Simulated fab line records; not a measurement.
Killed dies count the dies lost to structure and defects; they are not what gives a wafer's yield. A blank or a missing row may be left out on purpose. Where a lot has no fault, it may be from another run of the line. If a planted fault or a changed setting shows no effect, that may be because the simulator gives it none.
A struck lot beside a sound one / flow n5 finfet / 15 out of 1938 route steps
Sound: wafers L797.1, L797.4, L797.5. Wafers L805.1, L805.4, L805.6 were the ones struck. At the end, the cause is stated.
Order at every step that has rows: each side's tool, ch and its chambers, its first start. Under that, the readings that differ: sound wafers / struck wafers / difference of the means / sigmas: that difference in standard deviations of wafers without a fault.
alike: a reading whose means differ by less than 2 such deviations, as well as words and numbers matching on both sides. not compared: withheld readings; readings where some wafer has no value; bounds like >300 that might hide an equal value; numbers whose values overlap and for which the record gives no deviation.
Wherever a step has rows on one side only, a row that says differs or no value, or a row with sigmas, the two part there. When numbers do not overlap yet have no deviation, they are printed without sigmas and do not part them. Lack of a reading on every wafer of one side parts them only where that side has two or more wafers.

N5_BEOL_M7_OVL_MEAS_29:
  sound on overlay-02 ch 0, day 10 22:31; struck on overlay-01 ch 0, day 12 12:55
  alike: V6_OVL
N5_BEOL_M7_INSPECT_30: inspects for defects (brightfield).
  sound on defect inspect-01, day 10 22:35; struck on defect inspect-02, day 12 12:58
  alike: raw defect count
N5_BEOL_M7_DESCUM_33: chemistry O2, time 7 s.
  sound on rie diel-06 ch 1,3, day 10 22:56; struck on rie diel-06 ch 0,2,3, day 12 13:00
  alike: drypump motor current A, oes product au, rf vpp V, showerhead plenum p Torr, temp c, throttle valve pct
  not compared: rf hours counter h
then, 1 step without rows for these wafers: N5_BEOL_M7_ETCH_72 (etches underlayer in N2/H2, target depth 6.5 nm, time 5.2 s).
N5_BEOL_M7_ETCH_65: etches SiARC in CF4, target depth 15.6 nm, time 26 s.
  sound on rie diel-06 ch 1,3, day 10 22:59; struck on rie diel-06 ch 0,2,3, day 12 13:03
  alike: bias w, drypump motor current A, etch rf on time s, oes product au, rf vpp V, showerhead plenum p Torr, throttle valve pct
  not compared: rf hours counter h
then, 3 steps without rows for these wafers: N5_BEOL_M7_ETCH_66 (etches SOC in N2/H2, target depth 80 nm, overetch 16 nm, time 120 s); N5_BEOL_M7_STRIP_69 (strips in N2/H2); N5_BEOL_M7_STRIP_73 (strips in N2/H2).
N5_BEOL_M7_VIA_ETCH_34: etches SiCOH lowk in C4F6/O2, target depth 125.5 nm, time 50.5 s.
  sound on rie diel-06 ch 1,3, day 10 23:07; struck on rie diel-06 ch 0,2,3, day 12 13:11
  alike: bias w, drypump motor current A, oes product au, rf vpp V, showerhead plenum p Torr, throttle valve pct
  not compared: rf hours counter h
then, 2 steps without rows for these wafers: N5_BEOL_M7_STRIP_76 (strips in C4F6/O2); N5_BEOL_M7_STRIP_36 (strips in N2/H2).
N5_BEOL_M7_TRENCH_ETCH_37: etches SiCOH lowk in C4F6/O2, target depth 93.478 nm, time 31.2 s.
  sound on rie diel-06 ch 1,3; struck on rie diel-06 ch 0,2,3
  alike: bias w, drypump motor current A, oes product au, rf vpp V, showerhead plenum p Torr, throttle valve pct
  not compared: rf hours counter h
N5_BEOL_M7_ETCH_41: etches SiCN in CH3F/O2, target depth 31.9 nm, time 57.8 s.
  sound on rie diel-06 ch 1,3, day 10 23:14; struck on rie diel-06 ch 0,2,3, day 12 13:18
reading=bias w (W); sound=75.02 75.13 75.13; struck=78.45 78.48 77.90; difference=+3.18; sigmas=+14
reading=rf vpp V (V); sound=297.2 298.3 296.2; struck=306.2 304.6 304.9; difference=+8.0; sigmas=+7
  alike: drypump motor current A, oes product au, showerhead plenum p Torr, throttle valve pct
  not compared: rf hours counter h
N5_BEOL_M7_STRIP_80: strips in N2/H2, time 10 s.
  sound on rie diel-06 ch 1,3; struck on rie diel-06 ch 0,2,3
  alike: drypump motor current A, oes product au, rf vpp V, showerhead plenum p Torr, temp c, throttle valve pct
  not compared: rf hours counter h
-- the record jumps here: 4 days lie between the struck wafers' starts before and after (it left off in module BEOL_M7 and takes up again in module PASSIVATION, whose first step shown is number 1936 of the route) --
N5_PASSIVATION_PROBE_49:
  sound on prober-01, day 14 08:19; struck on prober-01, day 16 07:57
  alike: defect limited yield, killed_at_M0_to_M3, killed_at_M4_up, killed at contacts, killed at front end, killed at other, killed dies, killed on rim, killed open, killed short, sort_bin_5_function, sort_bin_6_memory, sort n pass, sort yield pct

WHERE THEY PART
Only at N5_BEOL_M7_ETCH_41, within this record. Later steps at which nothing parts them and some readings are alike: N5_BEOL_M7_STRIP_80, N5_PASSIVATION_PROBE_49.

WHY: the cause the simulator had injected
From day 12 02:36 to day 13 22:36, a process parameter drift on rie diel-06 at N5_BEOL_M7_ETCH_41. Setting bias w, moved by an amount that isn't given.
